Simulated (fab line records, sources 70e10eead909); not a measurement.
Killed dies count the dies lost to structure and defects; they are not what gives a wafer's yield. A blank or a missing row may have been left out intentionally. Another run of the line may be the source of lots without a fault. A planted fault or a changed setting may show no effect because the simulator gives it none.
fab line records :: flow nand-harc
[record]
  lots = 14
  wafers = 42
  last-day = 34
route steps=1302 shown A_M0@1163 A_M1@1193 A_BONDPAD@1203
lots untouched by any fault: they come from a run of this same line in which no faults occurred
start-h: hours from the record's first day to the start of the lot's first wafer shown :: wait-h: time in hours since the lot's previous step :: " identical to the entry in the row above :: L1.1+2: a row that stands for several wafers :: - either no value or no given start :: * or withheld: withheld :: < > ~ a bound
route shown NAME@n: NAME is a module with steps in the file, n the number in the route of the first one :: usual: the fault-free wafers' mean and standard deviation :: same: alike in all rows :: chamber/n: place in a boat :: sites: per-site readings :: _std_site: the standard deviation of these :: _edge_site: outer sites' mean less inner sites' :: radius-mm: how far each site lies from the wafer's centre :: mask NAME#n: copy n :: behind: the tool/chamber that last shaped the wafer :: hold: what put the lot on hold/how long, in hours/how the hold closed :: device: the transistor (n, p or np) that didn't switch :: end of line: the tests these same wafers got at the end of their route :: for a step that has no rows: nothing shown but its recipe :: killed: the dies lost at the first sort to structure and to defects; this is not the yield of the wafer :: map: shows each die of a wafer: x if killed, . if not, _ if none is there
set.NAME: the setting the step ran with; set.NAME@STEP: the setting that earlier step ran with :: model.NAME: the simulator's own value behind a step, which no gauge read
a sample of lots followed through the steps of the route, with each step as a table and each wafer as a row
services: a tool's chamber out of use, with start hour (start-h, from the record's first day; less than 0 if before it), hours out, and reason
[[steps]]
[step NHARC_A_M0_THK_MEAS_24]
[recipe]
  thk-meas-gauge = xrf
[usual]
  thk-nm = 114.0/1.5
lot.wafer: L416.1
tool: film-metro-02
chamber: -
start-h: 525.16
wait-h: -
thk-nm: 116.7

lot.wafer: L416.3
tool: film-metro-02
chamber: -
start-h: 525.16
wait-h: -
thk-nm: 113.5

lot.wafer: L416.4
tool: film-metro-02
chamber: -
start-h: 525.16
wait-h: -
thk-nm: 113.4

lot.wafer: L415.1
tool: film-metro-02
chamber: -
start-h: 531.34
wait-h: -
thk-nm: 110.0

lot.wafer: L415.2
tool: film-metro-02
chamber: -
start-h: 531.34
wait-h: -
thk-nm: 111.9

lot.wafer: L415.5
tool: film-metro-02
chamber: -
start-h: 531.34
wait-h: -
thk-nm: 112.9

lot.wafer: L417.2
tool: film-metro-02
chamber: -
start-h: 539.73
wait-h: -
thk-nm: 112.1

lot.wafer: L417.5
tool: film-metro-02
chamber: -
start-h: 539.73
wait-h: -
thk-nm: 112.5

lot.wafer: L417.6
tool: film-metro-02
chamber: -
start-h: 539.73
wait-h: -
thk-nm: 113.6

lot.wafer: L418.1
tool: film-metro-02
chamber: -
start-h: 555.55
wait-h: -
thk-nm: 110.4

lot.wafer: L418.2
tool: film-metro-02
chamber: -
start-h: 555.55
wait-h: -
thk-nm: 114.8

lot.wafer: L418.4
tool: film-metro-02
chamber: -
start-h: 555.55
wait-h: -
thk-nm: 114.2

lot.wafer: L422.1
tool: film-metro-01
chamber: -
start-h: 584.96
wait-h: -
thk-nm: 112.5

lot.wafer: L422.4
tool: film-metro-01
chamber: -
start-h: 584.96
wait-h: -
thk-nm: 114.1

lot.wafer: L422.6
tool: film-metro-01
chamber: -
start-h: 584.96
wait-h: -
thk-nm: 113.2

lot.wafer: L427.1
tool: film-metro-01
chamber: -
start-h: 630.34
wait-h: -
thk-nm: 112.9

lot.wafer: L427.2
tool: film-metro-01
chamber: -
start-h: 630.34
wait-h: -
thk-nm: 113.3

lot.wafer: L427.4
tool: film-metro-01
chamber: -
start-h: 630.34
wait-h: -
thk-nm: 113.2

lot.wafer: L429.1
tool: film-metro-01
chamber: -
start-h: 659.86
wait-h: -
thk-nm: 114.0

lot.wafer: L429.3
tool: film-metro-01
chamber: -
start-h: 659.86
wait-h: -
thk-nm: 113.5

lot.wafer: L429.4
tool: film-metro-01
chamber: -
start-h: 659.86
wait-h: -
thk-nm: 116.1

lot.wafer: L428.2
tool: film-metro-01
chamber: -
start-h: 661.92
wait-h: -
thk-nm: 116.6

lot.wafer: L428.4
tool: film-metro-01
chamber: -
start-h: 661.92
wait-h: -
thk-nm: 113.9

lot.wafer: L428.6
tool: film-metro-01
chamber: -
start-h: 661.92
wait-h: -
thk-nm: 117.5

lot.wafer: L430.3
tool: film-metro-02
chamber: -
start-h: 665.66
wait-h: -
thk-nm: 114.2

lot.wafer: L430.4
tool: film-metro-02
chamber: -
start-h: 665.66
wait-h: -
thk-nm: 113.6

lot.wafer: L430.5
tool: film-metro-02
chamber: -
start-h: 665.66
wait-h: -
thk-nm: 114.5

lot.wafer: L432.3
tool: film-metro-02
chamber: -
start-h: 685.73
wait-h: -
thk-nm: 113.8

lot.wafer: L432.5
tool: film-metro-02
chamber: -
start-h: 685.73
wait-h: -
thk-nm: 113.5

lot.wafer: L432.6
tool: film-metro-02
chamber: -
start-h: 685.73
wait-h: -
thk-nm: 113.6

lot.wafer: L433.1
tool: film-metro-02
chamber: -
start-h: 713.72
wait-h: -
thk-nm: 114.0

lot.wafer: L433.5
tool: film-metro-02
chamber: -
start-h: 713.72
wait-h: -
thk-nm: 115.0

lot.wafer: L433.6
tool: film-metro-02
chamber: -
start-h: 713.72
wait-h: -
thk-nm: 114.5

lot.wafer: L437.1
tool: film-metro-01
chamber: -
start-h: 730.53
wait-h: -
thk-nm: 117.2

lot.wafer: L437.3
tool: film-metro-01
chamber: -
start-h: 730.53
wait-h: -
thk-nm: 115.0

lot.wafer: L437.6
tool: film-metro-01
chamber: -
start-h: 730.53
wait-h: -
thk-nm: 111.8

lot.wafer: L436.2
tool: film-metro-02
chamber: -
start-h: 733.36
wait-h: -
thk-nm: 115.9

lot.wafer: L436.3
tool: film-metro-02
chamber: -
start-h: 733.36
wait-h: -
thk-nm: 115.5

lot.wafer: L436.6
tool: film-metro-02
chamber: -
start-h: 733.36
wait-h: -
thk-nm: 114.3

lot.wafer: L438.2
tool: film-metro-02
chamber: -
start-h: 764.63
wait-h: -
thk-nm: 113.6

lot.wafer: L438.5
tool: film-metro-02
chamber: -
start-h: 764.63
wait-h: -
thk-nm: 113.1

lot.wafer: L438.6
tool: film-metro-02
chamber: -
start-h: 764.63
wait-h: -
thk-nm: 112.1
[step NHARC_A_M1_ECD_22]
[recipe]
  target-thk-a = 4000
  bath-temp-c = 25
  material = Cu
lot.wafer: L416.1+4+3
tool: ecd-cu-01
chamber: 0,0,1
start-h: 528.34
wait-h: -

lot.wafer: L415.1+2+5
tool: ecd-cu-01
chamber: 0,1,0
start-h: 534.61
wait-h: -

lot.wafer: L417.2+5+6
tool: ecd-cu-01
chamber: 0,1,0
start-h: 542.93
wait-h: -

lot.wafer: L418.1+2+4
tool: ecd-cu-01
chamber: 1,0,0
start-h: 558.65
wait-h: -

lot.wafer: L422.1+4+6
tool: ecd-cu-02
chamber: 0,1,0
start-h: 588.27
wait-h: -

lot.wafer: L427.1+2+4
tool: ecd-cu-01
chamber: 1,0,1
start-h: 633.49
wait-h: -

lot.wafer: L429.1+3+4
tool: ecd-cu-01
chamber: 1,1,0
start-h: 663.03
wait-h: -

lot.wafer: L428.2+4+6
tool: ecd-cu-01
chamber: 0,1,1
start-h: 664.97
wait-h: -

lot.wafer: L430.4+3+5
tool: ecd-cu-02
chamber: 0,1,0
start-h: 669.01
wait-h: -

lot.wafer: L432.3+6+5
tool: ecd-cu-02
chamber: 1,0,1
start-h: 688.99
wait-h: -

lot.wafer: L433.1+6+5
tool: ecd-cu-02
chamber: 0,1,0
start-h: 716.77
wait-h: -

lot.wafer: L437.1+3+6
tool: ecd-cu-01
chamber: 0,0,1
start-h: 733.62
wait-h: -

lot.wafer: L436.2+3+6
tool: ecd-cu-01
chamber: 0
start-h: 736.60
wait-h: -

lot.wafer: L438.2+5+6
tool: ecd-cu-01
chamber: 0,0,1
start-h: 767.80
wait-h: -
[step NHARC_A_M1_CMP_23]
[recipe]
  t-overpolish-s = 20
  target-thk-nm = 154.34
[usual]
  motor-current-A = 11.6/1.1
  time-to-endpoint-s = 28/3.2
lot.wafer: L416.3
tool: cmp-01
chamber: 1
start-h: 529.06
wait-h: -
motor-current-A: 12.3
time-to-endpoint-s: 31

lot.wafer: L416.4
tool: cmp-01
chamber: 3
start-h: 529.06
wait-h: -
motor-current-A: 11.0
time-to-endpoint-s: 28

lot.wafer: L416.1
tool: cmp-01
chamber: 0
start-h: 529.06
wait-h: -
motor-current-A: 13.4
time-to-endpoint-s: 34

lot.wafer: L415.2
tool: cmp-03
chamber: 2
start-h: 535.34
wait-h: -
motor-current-A: 10.5
time-to-endpoint-s: 32

lot.wafer: L415.1
tool: cmp-03
chamber: 1
start-h: 535.34
wait-h: -
motor-current-A: 11.1
time-to-endpoint-s: 32

lot.wafer: L415.5
tool: cmp-03
chamber: 2
start-h: 535.34
wait-h: -
motor-current-A: 11.0
time-to-endpoint-s: 32

lot.wafer: L417.2
tool: cmp-01
chamber: 1
start-h: 543.64
wait-h: -
motor-current-A: 11.6
time-to-endpoint-s: 33

lot.wafer: L417.6
tool: cmp-01
chamber: 0
start-h: 543.64
wait-h: -
motor-current-A: 13.2
time-to-endpoint-s: 33

lot.wafer: L417.5
tool: cmp-01
chamber: 1
start-h: 543.64
wait-h: -
motor-current-A: 13.3
time-to-endpoint-s: 31

lot.wafer: L418.2
tool: cmp-03
chamber: 3
start-h: 559.37
wait-h: -
motor-current-A: 12.3
time-to-endpoint-s: 23

lot.wafer: L418.4
tool: cmp-03
chamber: 0
start-h: 559.37
wait-h: -
motor-current-A: 10.9
time-to-endpoint-s: 23

lot.wafer: L418.1
tool: cmp-03
chamber: 2
start-h: 559.37
wait-h: -
motor-current-A: 11.2
time-to-endpoint-s: 26

lot.wafer: L422.4
tool: cmp-03
chamber: 2
start-h: 588.94
wait-h: -
motor-current-A: 10.7
time-to-endpoint-s: 27

lot.wafer: L422.1
tool: cmp-03
chamber: 3
start-h: 588.94
wait-h: -
motor-current-A: 13.3
time-to-endpoint-s: 25

lot.wafer: L422.6
tool: cmp-03
chamber: 2
start-h: 588.94
wait-h: -
motor-current-A: 10.9
time-to-endpoint-s: 27

lot.wafer: L427.1
tool: cmp-04
chamber: 2
start-h: 634.21
wait-h: -
motor-current-A: 11.0
time-to-endpoint-s: 28

lot.wafer: L427.4
tool: cmp-04
chamber: 0
start-h: 634.21
wait-h: -
motor-current-A: 10.9
time-to-endpoint-s: 28

lot.wafer: L427.2
tool: cmp-04
chamber: 1
start-h: 634.21
wait-h: -
motor-current-A: 11.9
time-to-endpoint-s: 29

lot.wafer: L429.3
tool: cmp-04
chamber: 1
start-h: 663.77
wait-h: -
motor-current-A: 12.3
time-to-endpoint-s: 13

lot.wafer: L429.4
tool: cmp-04
chamber: 2
start-h: 663.77
wait-h: -
motor-current-A: 10.7
time-to-endpoint-s: 13

lot.wafer: L429.1
tool: cmp-04
chamber: 3
start-h: 663.77
wait-h: -
motor-current-A: 9.8
time-to-endpoint-s: 23

lot.wafer: L428.4
tool: cmp-01
chamber: 2
start-h: 665.69
wait-h: -
motor-current-A: 12.9
time-to-endpoint-s: 9

lot.wafer: L428.2
tool: cmp-01
chamber: 1
start-h: 665.69
wait-h: -
motor-current-A: 12.7
time-to-endpoint-s: 30

lot.wafer: L428.6
tool: cmp-01
chamber: 3
start-h: 665.69
wait-h: -
motor-current-A: 10.9
time-to-endpoint-s: 25

lot.wafer: L430.4
tool: cmp-03
chamber: 1
start-h: 669.66
wait-h: -
motor-current-A: 11.9
time-to-endpoint-s: 30

lot.wafer: L430.3
tool: cmp-03
chamber: 2
start-h: 669.66
wait-h: -
motor-current-A: 10.4
time-to-endpoint-s: 33

lot.wafer: L430.5
tool: cmp-03
chamber: 0
start-h: 669.66
wait-h: -
motor-current-A: 10.5
time-to-endpoint-s: 27

lot.wafer: L432.3
tool: cmp-04
chamber: 1
start-h: 689.64
wait-h: -
motor-current-A: 12.1
time-to-endpoint-s: 32

lot.wafer: L432.5
tool: cmp-04
chamber: 2
start-h: 689.64
wait-h: -
motor-current-A: 11.4
time-to-endpoint-s: 29

lot.wafer: L432.6
tool: cmp-04
chamber: 3
start-h: 689.64
wait-h: -
motor-current-A: 10.0
time-to-endpoint-s: 22

lot.wafer: L433.1
tool: cmp-01
chamber: 0
start-h: 717.44
wait-h: -
motor-current-A: 12.8
time-to-endpoint-s: 32

lot.wafer: L433.6
tool: cmp-01
chamber: 0
start-h: 717.44
wait-h: -
motor-current-A: 13.2
time-to-endpoint-s: 32

lot.wafer: L433.5
tool: cmp-01
chamber: 1
start-h: 717.44
wait-h: -
motor-current-A: 12.7
time-to-endpoint-s: 29

lot.wafer: L437.3
tool: cmp-04
chamber: 3
start-h: 734.34
wait-h: -
motor-current-A: 10.1
time-to-endpoint-s: 24

lot.wafer: L437.1
tool: cmp-04
chamber: 1
start-h: 734.34
wait-h: -
motor-current-A: 11.8
time-to-endpoint-s: 30

lot.wafer: L437.6
tool: cmp-04
chamber: 0
start-h: 734.34
wait-h: -
motor-current-A: 11.0
time-to-endpoint-s: 30

lot.wafer: L436.3
tool: cmp-03
chamber: 1
start-h: 737.27
wait-h: -
motor-current-A: 11.3
time-to-endpoint-s: 31

lot.wafer: L436.2
tool: cmp-03
chamber: 2
start-h: 737.27
wait-h: -
motor-current-A: 10.8
time-to-endpoint-s: 31

lot.wafer: L436.6
tool: cmp-03
chamber: 2
start-h: 737.27
wait-h: -
motor-current-A: 10.6
time-to-endpoint-s: 32

lot.wafer: L438.2
tool: cmp-01
chamber: 1
start-h: 768.61
wait-h: -
motor-current-A: 12.6
time-to-endpoint-s: 28

lot.wafer: L438.6
tool: cmp-01
chamber: 2
start-h: 768.61
wait-h: -
motor-current-A: 13.0
time-to-endpoint-s: 26

lot.wafer: L438.5
tool: cmp-01
chamber: 3
start-h: 768.61
wait-h: -
motor-current-A: 10.4
time-to-endpoint-s: 24
[step NHARC_A_M1_INSPECT_27]
[usual]
  raw-defect-count = 521/130
lot.wafer: L416.1
tool: defect-inspect-01
chamber: -
start-h: 529.53
wait-h: 0.0
raw-defect-count: 458

lot.wafer: L416.3
tool: defect-inspect-01
chamber: -
start-h: 529.53
wait-h: 0.0
raw-defect-count: 390

lot.wafer: L416.4
tool: defect-inspect-01
chamber: -
start-h: 529.53
wait-h: 0.0
raw-defect-count: 521

lot.wafer: L415.1
tool: defect-inspect-02
chamber: -
start-h: 535.84
wait-h: 0.0
raw-defect-count: 929

lot.wafer: L415.2
tool: defect-inspect-02
chamber: -
start-h: 535.84
wait-h: 0.0
raw-defect-count: 711

lot.wafer: L415.5
tool: defect-inspect-02
chamber: -
start-h: 535.84
wait-h: 0.0
raw-defect-count: 551

lot.wafer: L417.2
tool: defect-inspect-02
chamber: -
start-h: 544.08
wait-h: 0.0
raw-defect-count: 870

lot.wafer: L417.5
tool: defect-inspect-02
chamber: -
start-h: 544.08
wait-h: 0.0
raw-defect-count: 771

lot.wafer: L417.6
tool: defect-inspect-02
chamber: -
start-h: 544.08
wait-h: 0.0
raw-defect-count: 1119

lot.wafer: L418.1
tool: defect-inspect-01
chamber: -
start-h: 559.84
wait-h: 0.0
raw-defect-count: 509

lot.wafer: L418.2
tool: defect-inspect-01
chamber: -
start-h: 559.84
wait-h: 0.0
raw-defect-count: 498

lot.wafer: L418.4
tool: defect-inspect-01
chamber: -
start-h: 559.84
wait-h: 0.0
raw-defect-count: 383

lot.wafer: L422.1
tool: defect-inspect-02
chamber: -
start-h: 589.41
wait-h: 0.0
raw-defect-count: 541

lot.wafer: L422.4
tool: defect-inspect-02
chamber: -
start-h: 589.41
wait-h: 0.0
raw-defect-count: 710

lot.wafer: L422.6
tool: defect-inspect-02
chamber: -
start-h: 589.41
wait-h: 0.0
raw-defect-count: 538

lot.wafer: L427.1
tool: defect-inspect-02
chamber: -
start-h: 634.69
wait-h: 0.0
raw-defect-count: 531

lot.wafer: L427.2
tool: defect-inspect-02
chamber: -
start-h: 634.69
wait-h: 0.0
raw-defect-count: 530

lot.wafer: L427.4
tool: defect-inspect-02
chamber: -
start-h: 634.69
wait-h: 0.0
raw-defect-count: 459

lot.wafer: L429.1
tool: defect-inspect-01
chamber: -
start-h: 664.24
wait-h: 0.0
raw-defect-count: 557

lot.wafer: L429.3
tool: defect-inspect-01
chamber: -
start-h: 664.24
wait-h: 0.0
raw-defect-count: 555

lot.wafer: L429.4
tool: defect-inspect-01
chamber: -
start-h: 664.24
wait-h: 0.0
raw-defect-count: 635

lot.wafer: L428.2
tool: defect-inspect-01
chamber: -
start-h: 666.19
wait-h: 0.0
raw-defect-count: 664

lot.wafer: L428.4
tool: defect-inspect-01
chamber: -
start-h: 666.19
wait-h: 0.0
raw-defect-count: 458

lot.wafer: L428.6
tool: defect-inspect-01
chamber: -
start-h: 666.19
wait-h: 0.0
raw-defect-count: 441

lot.wafer: L430.3
tool: defect-inspect-02
chamber: -
start-h: 670.11
wait-h: 0.0
raw-defect-count: 507

lot.wafer: L430.4
tool: defect-inspect-02
chamber: -
start-h: 670.11
wait-h: 0.0
raw-defect-count: 610

lot.wafer: L430.5
tool: defect-inspect-02
chamber: -
start-h: 670.11
wait-h: 0.0
raw-defect-count: 528

lot.wafer: L432.3
tool: defect-inspect-02
chamber: -
start-h: 690.03
wait-h: 0.0
raw-defect-count: 453

lot.wafer: L432.5
tool: defect-inspect-02
chamber: -
start-h: 690.03
wait-h: 0.0
raw-defect-count: 631

lot.wafer: L432.6
tool: defect-inspect-02
chamber: -
start-h: 690.03
wait-h: 0.0
raw-defect-count: 806

lot.wafer: L433.1
tool: defect-inspect-01
chamber: -
start-h: 717.91
wait-h: 0.0
raw-defect-count: 422

lot.wafer: L433.5
tool: defect-inspect-01
chamber: -
start-h: 717.91
wait-h: 0.0
raw-defect-count: 376

lot.wafer: L433.6
tool: defect-inspect-01
chamber: -
start-h: 717.91
wait-h: 0.0
raw-defect-count: 455

lot.wafer: L437.1
tool: defect-inspect-01
chamber: -
start-h: 734.82
wait-h: 0.0
raw-defect-count: 332

lot.wafer: L437.3
tool: defect-inspect-01
chamber: -
start-h: 734.82
wait-h: 0.0
raw-defect-count: 473

lot.wafer: L437.6
tool: defect-inspect-01
chamber: -
start-h: 734.82
wait-h: 0.0
raw-defect-count: 458

lot.wafer: L436.2
tool: defect-inspect-02
chamber: -
start-h: 737.77
wait-h: 0.0
raw-defect-count: 543

lot.wafer: L436.3
tool: defect-inspect-02
chamber: -
start-h: 737.77
wait-h: 0.0
raw-defect-count: 630

lot.wafer: L436.6
tool: defect-inspect-02
chamber: -
start-h: 737.77
wait-h: 0.0
raw-defect-count: 574

lot.wafer: L438.2
tool: defect-inspect-02
chamber: -
start-h: 768.99
wait-h: 0.0
raw-defect-count: 459

lot.wafer: L438.5
tool: defect-inspect-02
chamber: -
start-h: 768.99
wait-h: 0.0
raw-defect-count: 502

lot.wafer: L438.6
tool: defect-inspect-02
chamber: -
start-h: 768.99
wait-h: 0.0
raw-defect-count: 475
[step NHARC_A_BONDPAD_CMP_29]
[recipe]
  target-thk-nm = 200
  material = SiCN
[usual]
  motor-current-A = 12.1/1.3
lot.wafer: L416.1
tool: cmp-01
chamber: 3
start-h: 530.64
wait-h: -
motor-current-A: 10.4

lot.wafer: L416.3
tool: cmp-01
chamber: 1
start-h: 530.64
wait-h: -
motor-current-A: 12.4

lot.wafer: L416.4
tool: cmp-01
chamber: 2
start-h: 530.64
wait-h: -
motor-current-A: 12.2

lot.wafer: L415.1
tool: cmp-01
chamber: 3
start-h: 537.11
wait-h: -
motor-current-A: 10.6

lot.wafer: L415.2
tool: cmp-01
chamber: 1
start-h: 537.11
wait-h: -
motor-current-A: 12.4

lot.wafer: L415.5
tool: cmp-01
chamber: 3
start-h: 537.11
wait-h: -
motor-current-A: 10.9

lot.wafer: L417.2
tool: cmp-02
chamber: 2
start-h: 545.23
wait-h: -
motor-current-A: 10.7

lot.wafer: L417.6
tool: cmp-02
chamber: 0
start-h: 545.23
wait-h: -
motor-current-A: 10.0

lot.wafer: L417.5
tool: cmp-02
chamber: 1
start-h: 545.23
wait-h: -
motor-current-A: 12.8

lot.wafer: L418.4
tool: cmp-04
chamber: 1
start-h: 560.97
wait-h: -
motor-current-A: 12.0

lot.wafer: L418.1
tool: cmp-04
chamber: 2
start-h: 560.97
wait-h: -
motor-current-A: 11.5

lot.wafer: L418.2
tool: cmp-04
chamber: 0
start-h: 560.97
wait-h: -
motor-current-A: 11.1

lot.wafer: L422.4
tool: cmp-01
chamber: 2
start-h: 590.56
wait-h: -
motor-current-A: 12.5

lot.wafer: L422.1
tool: cmp-01
chamber: 3
start-h: 590.56
wait-h: -
motor-current-A: 11.0

lot.wafer: L422.6
tool: cmp-01
chamber: 1
start-h: 590.56
wait-h: -
motor-current-A: 13.1

lot.wafer: L427.1
tool: cmp-01
chamber: 2
start-h: 636.07
wait-h: -
motor-current-A: 12.4

lot.wafer: L427.4
tool: cmp-01
chamber: 3
start-h: 636.07
wait-h: -
motor-current-A: 10.8

lot.wafer: L427.2
tool: cmp-01
chamber: 0
start-h: 636.07
wait-h: -
motor-current-A: 13.2

lot.wafer: L429.1
tool: cmp-01
chamber: 0
start-h: 665.37
wait-h: -
motor-current-A: 12.7

lot.wafer: L428.2
tool: cmp-02
chamber: 1
start-h: 667.32
wait-h: -
motor-current-A: 12.5

lot.wafer: L428.6
tool: cmp-02
chamber: 0
start-h: 667.32
wait-h: -
motor-current-A: 10.5

lot.wafer: L430.3
tool: cmp-02
chamber: 2
start-h: 671.22
wait-h: -
motor-current-A: 11.5

lot.wafer: L430.4
tool: cmp-02
chamber: 3
start-h: 671.22
wait-h: -
motor-current-A: 14.9

lot.wafer: L430.5
tool: cmp-02
chamber: 2
start-h: 671.22
wait-h: -
motor-current-A: 11.5

lot.wafer: L432.3
tool: cmp-04
chamber: 2
start-h: 691.13
wait-h: -
motor-current-A: 11.1

lot.wafer: L432.5
tool: cmp-04
chamber: 2
start-h: 691.13
wait-h: -
motor-current-A: 11.2

lot.wafer: L432.6
tool: cmp-04
chamber: 3
start-h: 691.13
wait-h: -
motor-current-A: 10.3

lot.wafer: L433.1
tool: cmp-01
chamber: 2
start-h: 719.44
wait-h: -
motor-current-A: 14.0

lot.wafer: L433.5
tool: cmp-01
chamber: 0
start-h: 719.44
wait-h: -
motor-current-A: 13.2

lot.wafer: L433.6
tool: cmp-01
chamber: 1
start-h: 719.44
wait-h: -
motor-current-A: 13.6

lot.wafer: L437.1
tool: cmp-01
chamber: 1
start-h: 735.92
wait-h: -
motor-current-A: 12.8

lot.wafer: L437.3
tool: cmp-01
chamber: 3
start-h: 735.92
wait-h: -
motor-current-A: 11.0

lot.wafer: L437.6
tool: cmp-01
chamber: 1
start-h: 735.92
wait-h: -
motor-current-A: 12.7

lot.wafer: L436.2
tool: cmp-02
chamber: 3
start-h: 738.91
wait-h: -
motor-current-A: 14.2

lot.wafer: L436.3
tool: cmp-02
chamber: 0
start-h: 738.91
wait-h: -
motor-current-A: 10.4

lot.wafer: L436.6
tool: cmp-02
chamber: 2
start-h: 738.91
wait-h: -
motor-current-A: 10.7

lot.wafer: L438.2
tool: cmp-01
chamber: 1
start-h: 770.09
wait-h: -
motor-current-A: 13.4

lot.wafer: L438.5
tool: cmp-01
chamber: 1
start-h: 770.09
wait-h: -
motor-current-A: 12.5

lot.wafer: L438.6
tool: cmp-01
chamber: 2
start-h: 770.09
wait-h: -
motor-current-A: 12.8
[[services]]
tool: cmp-01
chamber: -
start-h: 506.45
hours: 0.5
kind: repair

tool: cmp-04
chamber: -
start-h: 509.76
hours: 4.1
kind: repair

tool: ecd-cu-01
chamber: -
start-h: 512.41
hours: 8.0
kind: pm

tool: cmp-04
chamber: -
start-h: 530.53
hours: 0.2
kind: repair

tool: cmp-01
chamber: -
start-h: 542.16
hours: 1.2
kind: repair

tool: cmp-01
chamber: -
start-h: 544.58
hours: 0.5
kind: repair

tool: cmp-03
chamber: -
start-h: 554.00
hours: 4.0
kind: pm

tool: cmp-01
chamber: -
start-h: 585.53
hours: 4.0
kind: pm

tool: cmp-04
chamber: -
start-h: 591.32
hours: 10.6
kind: repair

tool: cmp-03
chamber: -
start-h: 599.48
hours: 0.7
kind: repair

tool: cmp-04
chamber: -
start-h: 601.94
hours: 4.0
kind: pm

tool: cmp-04
chamber: -
start-h: 631.81
hours: 0.9
kind: repair

tool: cmp-01
chamber: -
start-h: 637.78
hours: 1.4
kind: repair

tool: cmp-01
chamber: -
start-h: 657.51
hours: 2.7
kind: repair

tool: cmp-04
chamber: -
start-h: 672.96
hours: 0.7
kind: repair

tool: ecd-cu-01
chamber: -
start-h: 674.57
hours: 1.0
kind: repair

tool: cmp-01
chamber: -
start-h: 683.53
hours: 4.0
kind: pm

tool: ecd-cu-01
chamber: -
start-h: 688.41
hours: 8.0
kind: pm

tool: cmp-04
chamber: -
start-h: 691.40
hours: 1.3
kind: repair

tool: cmp-04
chamber: -
start-h: 693.63
hours: 0.3
kind: repair

tool: cmp-04
chamber: -
start-h: 699.99
hours: 4.0
kind: pm

tool: cmp-01
chamber: -
start-h: 719.60
hours: 2.3
kind: repair

tool: cmp-04
chamber: -
start-h: 748.90
hours: 5.9
kind: repair

tool: cmp-01
chamber: -
start-h: 757.71
hours: 0.7
kind: repair
[[key]]
[first-sign]
  step = NHARC_A_M1_CMP_23
  reading = time-to-endpoint-s
  direction = down
  sigmas = 4.9
  usual = *
  struck = *
effect none on later readings
met-at NHARC_A_M1_ECD_22
struck-lots L428,L429
struck-wafers L428.4,L429.3,L429.4
later-rows-left-out L428.4,L429.3,L429.4
sort-left-out L428.4,L429.3,L429.4
not-acting-at NHARC_A_M0_THK_MEAS_24,NHARC_A_M1_INSPECT_27,NHARC_A_BONDPAD_CMP_29
onset-between 633.49 663.03
[fault]
  kind = process-parameter-drift
  tool = ecd-cu-01
  chamber = -
  onset-h = 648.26
  steps = NHARC_A_M1_ECD_22
  channel = target-thk-a
  offset = *
  shape = step
  end-h = 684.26
  scope = struck-wafers-only
  acts-in = *
  stated = *
// sort-left-out: the simulated sort isn't trusted on such a fault, so these wafers' sort isn't shown, and their yield isn't known
// later-rows-left-out: the simulator's readings of these wafers behind a module that went badly wrong aren't trusted and aren't shown, but for the sort
